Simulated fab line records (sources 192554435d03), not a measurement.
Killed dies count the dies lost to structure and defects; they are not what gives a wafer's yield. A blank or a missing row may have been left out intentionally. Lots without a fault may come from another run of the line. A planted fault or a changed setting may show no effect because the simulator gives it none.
Split-lot study :: flow n5_finfet :: 21 wafers read from 7 lots, route of 1938 steps

== ON THE SPLIT ==
At N5_BEOL_M3_COAT_67 (time 60 s, resist thk 60 nm), the setting spin_rpm was moved away from the recipe's 1500 rpm on 7 of the 21 wafers read, by +3.9% to +10.2%. This setting was run at the recipe's value on the other wafers.

== FROM THE SPLIT TO THE READING: what the file shows between them, 11 steps ==
- N5_BEOL_M3_COAT_76: time 60 s, resist thk 5 nm (also split here: spin_rpm)
- N5_BEOL_M3_COAT_22: resist thk 30 nm
- N5_BEOL_M3_EBR_24
- N5_BEOL_M3_DESCUM_33: chemistry O2, time 7 s
- N5_BEOL_M3_ETCH_77: etches underlayer in N2/H2, target depth 6.5 nm, time 5.2 s
- N5_BEOL_M3_ETCH_69: etches SiARC in CF4, target depth 15.6 nm, time 26 s
- N5_BEOL_M3_ALD_98: deposits SiO2, target thk 2.5 nm, pulse time 1 s, co reactant pulse time 1 s
- N5_BEOL_M3_ETCHBACK_99: etches SiO2 in CHF3, target depth 5 nm, time 10.4 s
- N5_BEOL_M3_ETCH_70: etches SOC in N2/H2, target depth 80 nm, overetch 16 nm, time 120 s
- N5_BEOL_M3_STRIP_71: strips in N2/H2
- N5_BEOL_M3_STRIP_78: strips in N2/H2

== THE READING ==
SOC_of_BEOL_M3_COAT_67.thk_nm (the simulator's own value, which no gauge read), in nm, at N5_BEOL_M3_VIA_ETCH_34 (etches the open film in C4F6/O2, target depth 69.4 nm, time 65.9 s). The file gives no usual value for it. Average 51.9 nm, standard deviation 0.23 nm, over the 14 wafers here run with the recipe.

wafer: L079.1
tool, chamber at the split: litho_track-05, 0
spin_rpm as run, rpm: 1500
against the recipe: recipe
SOC_of_BEOL_M3_COAT_67.thk_nm, nm: 51.8
against lot-mates on the recipe: -

wafer: L079.4
tool, chamber at the split: litho_track-05, 0
spin_rpm as run, rpm: 1558
against the recipe: +3.9%
SOC_of_BEOL_M3_COAT_67.thk_nm, nm: 51
against lot-mates on the recipe: -0.8

wafer: L079.6
tool, chamber at the split: litho_track-05, 0
spin_rpm as run, rpm: 1558
against the recipe: +3.9%
SOC_of_BEOL_M3_COAT_67.thk_nm, nm: 51
against lot-mates on the recipe: -0.8

wafer: L080.1
tool, chamber at the split: litho_track-04, 0
spin_rpm as run, rpm: 1500
against the recipe: recipe
SOC_of_BEOL_M3_COAT_67.thk_nm, nm: 52
against lot-mates on the recipe: -

wafer: L080.6
tool, chamber at the split: litho_track-04, 0
spin_rpm as run, rpm: 1500
against the recipe: recipe
SOC_of_BEOL_M3_COAT_67.thk_nm, nm: 52
against lot-mates on the recipe: -

wafer: L080.5
tool, chamber at the split: litho_track-04, 0
spin_rpm as run, rpm: 1500
against the recipe: recipe
SOC_of_BEOL_M3_COAT_67.thk_nm, nm: 51.6
against lot-mates on the recipe: -

wafer: L082.1
tool, chamber at the split: litho_track-05, 0
spin_rpm as run, rpm: 1653
against the recipe: +10.2%
SOC_of_BEOL_M3_COAT_67.thk_nm, nm: 49
against lot-mates on the recipe: -2.8

wafer: L082.6
tool, chamber at the split: litho_track-05, 0
spin_rpm as run, rpm: 1653
against the recipe: +10.2%
SOC_of_BEOL_M3_COAT_67.thk_nm, nm: 49
against lot-mates on the recipe: -2.8

wafer: L082.2
tool, chamber at the split: litho_track-05, 0
spin_rpm as run, rpm: 1500
against the recipe: recipe
SOC_of_BEOL_M3_COAT_67.thk_nm, nm: 51.8
against lot-mates on the recipe: -

wafer: L084.2
tool, chamber at the split: litho_track-05, 0
spin_rpm as run, rpm: 1500
against the recipe: recipe
SOC_of_BEOL_M3_COAT_67.thk_nm, nm: 51.6
against lot-mates on the recipe: -

wafer: L084.4
tool, chamber at the split: litho_track-05, 0
spin_rpm as run, rpm: 1500
against the recipe: recipe
SOC_of_BEOL_M3_COAT_67.thk_nm, nm: 51.6
against lot-mates on the recipe: -

wafer: L084.3
tool, chamber at the split: litho_track-05, 0
spin_rpm as run, rpm: 1563
against the recipe: +4.2%
SOC_of_BEOL_M3_COAT_67.thk_nm, nm: 50.4
against lot-mates on the recipe: -1.2

wafer: L089.3
tool, chamber at the split: litho_track-05, 0
spin_rpm as run, rpm: 1500
against the recipe: recipe
SOC_of_BEOL_M3_COAT_67.thk_nm, nm: 51.6
against lot-mates on the recipe: -

wafer: L089.4
tool, chamber at the split: litho_track-05, 0
spin_rpm as run, rpm: 1649
against the recipe: +9.9%
SOC_of_BEOL_M3_COAT_67.thk_nm, nm: 48.8
against lot-mates on the recipe: -2.8

wafer: L089.5
tool, chamber at the split: litho_track-05, 0
spin_rpm as run, rpm: 1649
against the recipe: +9.9%
SOC_of_BEOL_M3_COAT_67.thk_nm, nm: 48.8
against lot-mates on the recipe: -2.8

wafer: L087.1
tool, chamber at the split: litho_track-04, 0
spin_rpm as run, rpm: 1500
against the recipe: recipe
SOC_of_BEOL_M3_COAT_67.thk_nm, nm: 51.8
against lot-mates on the recipe: -

wafer: L087.4
tool, chamber at the split: litho_track-04, 0
spin_rpm as run, rpm: 1500
against the recipe: recipe
SOC_of_BEOL_M3_COAT_67.thk_nm, nm: 52.2
against lot-mates on the recipe: -

wafer: L087.6
tool, chamber at the split: litho_track-04, 0
spin_rpm as run, rpm: 1500
against the recipe: recipe
SOC_of_BEOL_M3_COAT_67.thk_nm, nm: 52.4
against lot-mates on the recipe: -

wafer: L095.1
tool, chamber at the split: litho_track-01, 0
spin_rpm as run, rpm: 1500
against the recipe: recipe
SOC_of_BEOL_M3_COAT_67.thk_nm, nm: 52
against lot-mates on the recipe: -

wafer: L095.3
tool, chamber at the split: litho_track-01, 0
spin_rpm as run, rpm: 1500
against the recipe: recipe
SOC_of_BEOL_M3_COAT_67.thk_nm, nm: 51.8
against lot-mates on the recipe: -

wafer: L095.6
tool, chamber at the split: litho_track-01, 0
spin_rpm as run, rpm: 1500
against the recipe: recipe
SOC_of_BEOL_M3_COAT_67.thk_nm, nm: 51.8
against lot-mates on the recipe: -

THE FIT
A straight line over all 21 wafers: SOC_of_BEOL_M3_COAT_67.thk_nm changes by -0.292 nm for each +1% of spin_rpm; r = -0.98; the points scatter about the line by 0.23 nm.
The same after taking each lot's own level away (the mean of its wafers on the recipe; 21 wafers): -0.276 nm for each +1%; r = -0.99; scatter 0.16 nm.
That fit puts the effect of the largest move of spin_rpm on the reading at 2.8 nm.
The lots' own levels span 51.60 to 52.13 nm, that is 2.3 times the standard deviation above.
So the lot-to-lot level changes the slope little: the two slopes agree.
Check: for one of the wafers moved furthest among these (+10.2%), held out of the fit, the line's prediction against its lot-mates is -2.79 nm. It came out at -2.8 nm against them.

== OTHER SPLITS ON THESE WAFERS ==
Other splits were also applied to these wafers ahead of the reading. Each is held against what the fit with the lots' levels taken away leaves over:
other split on the same wafers: N5_BEOL_M1_COAT_68 spin_rpm
wafers away from the commonest value: 3
r with SOC_of_BEOL_M3_COAT_67.thk_nm (lot level and that fit taken away): -0.02

other split on the same wafers: N5_BEOL_M3_COAT_76 spin_rpm
wafers away from the commonest value: 3
r with SOC_of_BEOL_M3_COAT_67.thk_nm (lot level and that fit taken away): -0.04

== THE WHOLE CHAIN: every reading that the file lists as answering this split, in the file's order ==
step: N5_BEOL_M3_COAT_67
what it does: time 60 s, resist thk 60 nm
reading: SOC_of_BEOL_M3_COAT_67.thk_nm (the simulator's own value, which no gauge read)
change (the file's fit): -0.287 nm for each +1% of the setting
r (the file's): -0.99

step: N5_BEOL_M3_ETCH_70
what it does: etches SOC in N2/H2, target depth 80 nm, overetch 16 nm, time 120 s
reading: etch.depth_nm (the simulator's own value, which no gauge read)
change (the file's fit): -0.282 nm for each +1% of the setting
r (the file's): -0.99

step: N5_BEOL_M3_VIA_ETCH_34
what it does: etches the open film in C4F6/O2, target depth 69.4 nm, time 65.9 s
reading: SOC_of_BEOL_M3_COAT_67.thk_nm (the simulator's own value, which no gauge read)
change (the file's fit): -0.274 nm for each +1% of the setting
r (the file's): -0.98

== FILE'S OWN FIT ==
SOC_of_BEOL_M3_COAT_67.thk_nm changes by -0.274 nm for each +1% of spin_rpm, r = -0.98.
